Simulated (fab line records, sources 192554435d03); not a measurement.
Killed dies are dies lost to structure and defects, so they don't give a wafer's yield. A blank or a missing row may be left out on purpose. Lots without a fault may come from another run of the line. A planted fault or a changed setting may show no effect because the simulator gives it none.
Which tool did it? | flow n5_finfet | 24 lots, 72 wafers sampled, at 6 steps of a route of 1938

WHAT THE GAUGES READ, wafer by wafer
N5_BEOL_M12_OVL_MEAS_29.
lot  | measured     | on         | M12_OVL (nm)
L074 | day 11 18:21 | overlay-01 | -2 -1 4
L075 | day 11 18:43 | overlay-01 | 7 9 4
L078 | day 13 19:02 | overlay-01 | -3 -2 0
L077 | day 14 01:01 | overlay-02 | 8 1 5
L080 | day 14 18:13 | overlay-01 | 0 -2 -6
L079 | day 14 19:38 | overlay-02 | 5 0 -6
L081 | day 15 04:07 | overlay-02 | 0 -2 0
L082 | day 15 12:38 | overlay-02 | -1 5 2
L083 | day 15 21:36 | overlay-02 | 6 6 9
L085 | day 16 07:37 | overlay-02 | -3 -3 -1
L084 | day 16 10:16 | overlay-02 | -6 4 -3
L087 | day 16 10:19 | overlay-02 | 2 4 0
L086 | day 16 12:32 | overlay-01 | -2 5 4
L089 | day 16 18:52 | overlay-02 | 2 6 0
L076 | day 16 19:39 | overlay-01 | 0 3 -1
L090 | day 17 04:13 | overlay-01 | 2 -5 1
L091 | day 17 20:26 | overlay-02 | 7 -3 5
L088 | day 17 23:35 | overlay-02 | 12 0 4
L092 | day 18 00:01 | overlay-01 | -4 -3 -5
L095 | day 18 04:55 | overlay-02 | 8 1 0
L093 | day 18 06:36 | overlay-01 | 11 16 14
L096 | day 18 06:52 | overlay-01 | 0 -9 2
L094 | day 18 08:36 | overlay-01 | 7 -5 -3
L097 | day 18 12:33 | overlay-02 | -13 -12 -10

N5_BEOL_M14_OVL_MEAS_11.
lot  | measured     | on         | V13_OVL (nm)
L074 | day 12 01:14 | overlay-01 | -7 -12 -4
L075 | day 12 03:46 | overlay-01 | -2 5 8
L078 | day 14 05:55 | overlay-01 | 8 5 6
L077 | day 14 10:16 | overlay-01 | 2 -2 4
L080 | day 15 09:23 | overlay-02 | 5 -1 -2
L079 | day 15 09:37 | overlay-02 | -5 -7 -9
L081 | day 15 22:19 | overlay-02 | -8 -2 -6
L082 | day 16 02:14 | overlay-02 | 5 -1 2
L083 | day 16 09:22 | overlay-02 | -1 -1 3
L085 | day 16 18:35 | overlay-02 | 1 -2 1
L084 | day 16 21:02 | overlay-01 | 3 -2 -13
L087 | day 16 23:22 | overlay-01 | 0 -1 -4
L086 | day 16 23:42 | overlay-02 | 8 8 11
L089 | day 17 03:11 | overlay-02 | 4 2 -1
L076 | day 17 04:26 | overlay-01 | -4 -7 -2
L090 | day 17 12:19 | overlay-02 | 1 -1 -5
L091 | day 18 06:41 | overlay-02 | 1 -8 -1
L088 | day 18 09:28 | overlay-02 | 10 9 12
L092 | day 18 12:23 | overlay-02 | -2 0 8
L095 | day 18 12:57 | overlay-01 | 2 6 13
L093 | day 18 19:32 | overlay-02 | -2 -3 -5
L096 | day 18 22:14 | overlay-02 | -2 -4 9
L094 | day 18 22:47 | overlay-02 | -2 -3 -4
L097 | day 19 03:32 | overlay-01 | 2 -1 2

N5_BEOL_M14_RS_MEAS_54: measures by four-point-probe.
lot  | measured     | on            | M14_RS (ohm/sq)
L074 | day 12 05:56 | film_metro-02 | 0.0320 0.0340 0.0337
L075 | day 12 06:58 | film_metro-02 | 0.0318 0.0321 0.0313
L078 | day 14 09:44 | film_metro-02 | 0.0329 0.0331 0.0332
L077 | day 14 15:44 | film_metro-02 | 0.0346 0.0325 0.0349
L080 | day 15 13:23 | film_metro-01 | 0.0345 0.0335 0.0346
L079 | day 15 13:40 | film_metro-02 | 0.0335 0.0332 0.0318
L081 | day 16 02:54 | film_metro-02 | 0.0334 0.0341 0.0325
L082 | day 16 07:52 | film_metro-01 | 0.0325 0.0340 0.0351
L083 | day 16 16:19 | film_metro-02 | 0.0334 0.0332 0.0316
L085 | day 16 23:12 | film_metro-01 | 0.0334 0.0330 0.0333
L084 | day 17 01:47 | film_metro-02 | 0.0322 0.0343 0.0325
L087 | day 17 02:55 | film_metro-01 | 0.0347 0.0333 0.0347
L086 | day 17 06:10 | film_metro-02 | 0.0328 0.0336 0.0333
L089 | day 17 07:33 | film_metro-02 | 0.0326 0.0343 0.0320
L076 | day 17 12:06 | film_metro-01 | 0.0334 0.0323 0.0329
L090 | day 17 18:43 | film_metro-01 | 0.0331 0.0336 0.0331
L091 | day 18 11:52 | film_metro-01 | 0.0332 0.0335 0.0321
L088 | day 18 17:58 | film_metro-02 | 0.0325 0.0351 0.0329
L092 | day 18 18:26 | film_metro-02 | 0.0326 0.0341 0.0351
L095 | day 18 18:43 | film_metro-02 | 0.0334 0.0323 0.0331
L093 | day 19 01:53 | film_metro-02 | 0.0330 0.0332 0.0335
L096 | day 19 02:23 | film_metro-02 | 0.0329 0.0331 0.0352
L094 | day 19 06:42 | film_metro-02 | 0.0354 0.0328 0.0331
L097 | day 19 09:18 | film_metro-01 | 0.0321 0.0334 0.0334

WHICH TOOL RAN EACH LOT (tool, then ch and the chambers of the sampled wafers, then the start)
lot  | N5_BEOL_M12_SPUTTER_43       | N5_BEOL_M12_SPUTTER_44       | N5_BEOL_M14_ILD_DEP_00
L074 | pvd_sputter-02, day 11 19:32 | pvd_sputter-02, day 11 19:37 | pecvd-03 ch 0,1, day 12 00:31
L075 | pvd_sputter-02, day 11 22:14 | pvd_sputter-02, day 11 22:19 | pecvd-04 ch 1,2, day 12 03:14
L078 | pvd_sputter-03, day 13 22:31 | pvd_sputter-03, day 13 22:36 | pecvd-02 ch 0,1,2, day 14 05:16
L077 | pvd_sputter-01, day 14 03:40 | pvd_sputter-01, day 14 03:44 | pecvd-02 ch 0,1,2, day 14 09:49
L080 | pvd_sputter-02, day 14 21:20 | pvd_sputter-02, day 14 21:25 | pecvd-03 ch 0,1,2, day 15 08:44
L079 | pvd_sputter-01, day 14 21:29 | pvd_sputter-01, day 14 21:34 | pecvd-03 ch 1,2, day 15 09:05
L081 | pvd_sputter-02, day 15 07:38 | pvd_sputter-02, day 15 07:43 | pecvd-04 ch 0,1, day 15 21:43
L082 | pvd_sputter-03, day 15 18:28 | pvd_sputter-03, day 15 18:32 | pecvd-03 ch 0,1,2, day 16 01:35
L083 | pvd_sputter-01, day 16 02:08 | pvd_sputter-01, day 16 02:13 | pecvd-02 ch 0,1, day 16 08:50
L085 | pvd_sputter-02, day 16 09:48 | pvd_sputter-02, day 16 09:53 | pecvd-04 ch 0,1, day 16 17:56
L084 | pvd_sputter-02, day 16 15:17 | pvd_sputter-02, day 16 15:22 | pecvd-02 ch 1,2, day 16 20:30
L087 | pvd_sputter-02, day 16 15:38 | pvd_sputter-02, day 16 15:43 | pecvd-04 ch 0,1, day 16 22:50
L086 | pvd_sputter-03, day 16 15:39 | pvd_sputter-03, day 16 15:44 | pecvd-03 ch 0,1,2, day 16 23:02
L089 | pvd_sputter-03, day 16 20:49 | pvd_sputter-03, day 16 20:53 | pecvd-03 ch 1,2, day 17 02:40
L076 | pvd_sputter-01, day 16 21:48 | pvd_sputter-01, day 16 21:53 | pecvd-02 ch 0,2, day 17 03:54
L090 | pvd_sputter-01, day 17 05:30 | pvd_sputter-01, day 17 05:35 | pecvd-03 ch 1,2, day 17 11:47
L091 | pvd_sputter-02, day 17 23:54 | pvd_sputter-02, day 17 23:59 | pecvd-02 ch 1,2, day 18 06:01
L088 | pvd_sputter-03, day 18 03:05 | pvd_sputter-03, day 18 03:10 | pecvd-03 ch 0,1,2, day 18 08:49
L092 | pvd_sputter-02, day 18 03:07 | pvd_sputter-02, day 18 03:12 | pecvd-02 ch 0,1,2, day 18 11:44
L095 | pvd_sputter-03, day 18 06:32 | pvd_sputter-03, day 18 06:37 | pecvd-04 ch 0,1,2, day 18 12:18
L093 | pvd_sputter-03, day 18 10:38 | pvd_sputter-03, day 18 10:43 | pecvd-04 ch 1,2, day 18 19:01
L096 | pvd_sputter-03, day 18 13:56 | pvd_sputter-03, day 18 14:01 | pecvd-02 ch 0,1,2, day 18 21:43
L094 | pvd_sputter-02, day 18 14:04 | pvd_sputter-02, day 18 14:09 | pecvd-04 ch 1,2, day 18 22:16
L097 | pvd_sputter-02, day 18 16:26 | pvd_sputter-02, day 18 16:31 | pecvd-02 ch 0,1, day 19 03:01
- N5_BEOL_M12_SPUTTER_43: material TaN, target thk 15 nm, time 24.19 s.
- N5_BEOL_M12_SPUTTER_44: material Ta, target thk 10 nm, time 16.13 s.
- N5_BEOL_M14_ILD_DEP_00: deposits SiO2 from TEOS/O2, target thk 1119.3 nm, time 237.4 s.

WHAT THE TOOLS THEMSELVES READ (means of the sampled wafers that have a number; where no wafer has one, the mark that the record gives instead)
N5_BEOL_M12_SPUTTER_43.
lot  | tool           | throttle_valve_pct (%)
L074 | pvd_sputter-02 | 30.0
L075 | pvd_sputter-02 | 30.1
L078 | pvd_sputter-03 | 30.3
L077 | pvd_sputter-01 | 30.1
L080 | pvd_sputter-02 | 31.0
L079 | pvd_sputter-01 | 29.7
L081 | pvd_sputter-02 | 30.6
L082 | pvd_sputter-03 | 30.1
L083 | pvd_sputter-01 | 30.5
L085 | pvd_sputter-02 | 30.9
L084 | pvd_sputter-02 | 30.4
L087 | pvd_sputter-02 | 30.0
L086 | pvd_sputter-03 | 30.4
L089 | pvd_sputter-03 | 30.1
L076 | pvd_sputter-01 | 30.5
L090 | pvd_sputter-01 | 30.6
L091 | pvd_sputter-02 | 29.9
L088 | pvd_sputter-03 | 29.6
L092 | pvd_sputter-02 | 30.7
L095 | pvd_sputter-03 | 30.3
L093 | pvd_sputter-03 | 30.6
L096 | pvd_sputter-03 | 30.3
L094 | pvd_sputter-02 | 30.1
L097 | pvd_sputter-02 | 30.3

N5_BEOL_M12_SPUTTER_44.
lot  | tool           | throttle_valve_pct (%)
L074 | pvd_sputter-02 | 30.0
L075 | pvd_sputter-02 | 30.0
L078 | pvd_sputter-03 | 30.2
L077 | pvd_sputter-01 | 30.0
L080 | pvd_sputter-02 | 31.0
L079 | pvd_sputter-01 | 29.7
L081 | pvd_sputter-02 | 30.5
L082 | pvd_sputter-03 | 30.3
L083 | pvd_sputter-01 | 30.2
L085 | pvd_sputter-02 | 30.8
L084 | pvd_sputter-02 | 30.7
L087 | pvd_sputter-02 | 30.1
L086 | pvd_sputter-03 | 30.3
L089 | pvd_sputter-03 | 30.0
L076 | pvd_sputter-01 | 30.5
L090 | pvd_sputter-01 | 30.5
L091 | pvd_sputter-02 | 29.8
L088 | pvd_sputter-03 | 29.4
L092 | pvd_sputter-02 | 30.8
L095 | pvd_sputter-03 | 30.4
L093 | pvd_sputter-03 | 30.5
L096 | pvd_sputter-03 | 30.6
L094 | pvd_sputter-02 | 30.0
L097 | pvd_sputter-02 | 30.4

N5_BEOL_M14_ILD_DEP_00.
lot  | tool     | heater_power_w (W) | rf_fwd_power_W (W) | showerhead_plenum_p_Torr (Torr) | throttle_valve_pct (%)
L074 | pecvd-03 | 600                | 897.7              | 8.35                            | 18.8
L075 | pecvd-04 | 620                | 898.0              | 8.40                            | 19.4
L078 | pecvd-02 | 565                | 898.1              | 8.34                            | 19.1
L077 | pecvd-02 | 583                | 899.0              | 8.35                            | 19.1
L080 | pecvd-03 | 489                | 899.1              | 8.35                            | 18.5
L079 | pecvd-03 | 510                | 898.3              | 8.36                            | 18.3
L081 | pecvd-04 | 717                | 898.1              | 8.34                            | 19.6
L082 | pecvd-03 | 578                | 896.8              | 8.36                            | 18.6
L083 | pecvd-02 | 519                | 899.6              | 8.33                            | 19.2
L085 | pecvd-04 | 779                | 896.9              | 8.35                            | 20.2
L084 | pecvd-02 | 569                | 898.1              | 8.38                            | 19.0
L087 | pecvd-04 | 700                | 897.0              | 8.37                            | 20.0
L086 | pecvd-03 | 563                | 899.0              | 8.33                            | 18.5
L089 | pecvd-03 | 555                | 895.5              | 8.34                            | 18.5
L076 | pecvd-02 | 587                | 897.2              | 8.32                            | 18.6
L090 | pecvd-03 | 523                | 898.4              | 8.37                            | 18.1
L091 | pecvd-02 | 567                | 898.9              | 8.41                            | 18.1
L088 | pecvd-03 | 530                | 897.0              | 8.34                            | 18.5
L092 | pecvd-02 | 528                | 900.6              | 8.35                            | 18.2
L095 | pecvd-04 | 689                | 896.3              | 8.36                            | 19.6
L093 | pecvd-04 | 726                | 899.0              | 8.38                            | 20.3
L096 | pecvd-02 | 576                | 899.5              | 8.35                            | 18.1
L094 | pecvd-04 | 672                | 896.6              | 8.38                            | 20.2
L097 | pecvd-02 | 516                | 899.0              | 8.31                            | 18.2

THE ANSWER, worked out from the rows above alone
Rule: what is usual is taken from the lots themselves. Put in order of their means at a reading, lots are off if they are a third of the lots or fewer, leave a main group of 4 or more, and stand apart from it by a gap of 3 or more times the standard deviation of the main group's means; of several such gaps the widest counts. A main group whose means are all the same, to the digits that the tables above print for the reading, isn't used. A lot without any number at a reading at which 4 lots or more have one is off too. The other lots that the step has rows for count as sound. The gauges are gone through in route order, then the tools' own readings, and for those a lot's mean is taken as printed above. The first step at which some lot is off is used, and at that step the reading that is off furthest; a lot without a number counts as furthest.
No lot is off at any reading shown: from this, nothing can be told.

WHAT THE SIMULATOR HAD PUT IN
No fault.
